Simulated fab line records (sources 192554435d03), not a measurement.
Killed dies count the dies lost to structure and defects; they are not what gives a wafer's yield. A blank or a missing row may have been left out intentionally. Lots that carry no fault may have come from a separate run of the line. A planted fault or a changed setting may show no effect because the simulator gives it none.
Problem report in the 8D (eight disciplines) form, filled by code    flow n5-finfet    the parts of the form that need people (team, actions taken, sign-off) are left out

== 1. PROBLEM STATEMENT ==
spin-speed-rpm at N5_DUMMY_GATE_COAT_09 reads a mean of 1337.1 rpm on 6 wafers of 2 lots; wafers without a fault read 1500.1 rpm with a standard deviation of 1.1. That is -99 or more standard deviations from the usual mean.
The step: resist thk 30 nm.
Seen first at day 6 11:05 on litho-track-04, wafer L218.3. The record has a number at this step for 18 wafers belonging to 6 lots. By rule, "out" or "out of limits" means more than 4 standard deviations away from the usual mean. Any other wafer with a number is counted as sound.

== 2. WHAT IT IS, AND WHAT IT ISN'T ==
question                     is                      is not
which readings at this step  spin-speed-rpm          -
which lots                   L218, L221              L206, L211, L219, L223
which wafers of those lots   all that have a number  -
read on which tools          litho-track-04          litho-track-01, litho-track-02
when                         from day 6 11:05        up to then (6 sound wafers); but 6 sound wafers of L219, L223 came after

== 3. SUSPECTS, AND WHAT RULES EACH OUT ==
Counting: a tool stays on the suspect list if, at a process step up to the reading, it processed all lots that are out and no sound lot following the first of them.
- litho-track-04 at N5_DUMMY_GATE_COAT_09 (resist thk 30 nm): kept. It ran every lot that is out, first L218 (day 6 11:05), and no sound lot after that; its last sound lot up to then is L211 (day 4 17:31). Its own readings are out on those wafers: spin-speed-rpm.
The count leaves litho-track-04 at N5_DUMMY_GATE_COAT_09.

== 4. THE CAUSE (what the simulator had put in) ==
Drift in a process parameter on litho-track-04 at N5_DUMMY_GATE_COAT_09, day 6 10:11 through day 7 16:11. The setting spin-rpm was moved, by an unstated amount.
Only this tool survived the counting.

== 5. THE CHAIN OF EFFECTS, in route order ==
One row per reading whose mean, taken over the struck wafers that have a number, lies over 3 standard deviations from the usual. Only readings for which the record gives a usual standard deviation are gone through. hours: the time from each lot's start at the first step in this table that gives one to its start at this step, as a median over the lots. sigmas: the change in usual standard deviations.
hours  step                   reading         usual       on struck wafers  change  sigmas
0      N5_DUMMY_GATE_COAT_09  spin-speed-rpm  1500.1 rpm  1337.1            -163.0  -99 or more
It contains these process steps:
- N5_DUMMY_GATE_COAT_09: resist thk 30 nm.
At these later measuring or inspecting steps, every struck wafer for which the step has a row has a number for every such reading, and none has moved that far: N5_DUMMY_GATE_CD_MEAS_15, N5_DUMMY_GATE_OVL_MEAS_16, N5_DUMMY_GATE_INSPECT_17, N5_BEOL_M4_RC_MEAS_101.

== 6. WHAT WOULD HAVE CAUGHT IT SOONER ==
In this record the first reading out of limits was taken at day 6 11:05, 1 hour after the fault began at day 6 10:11.
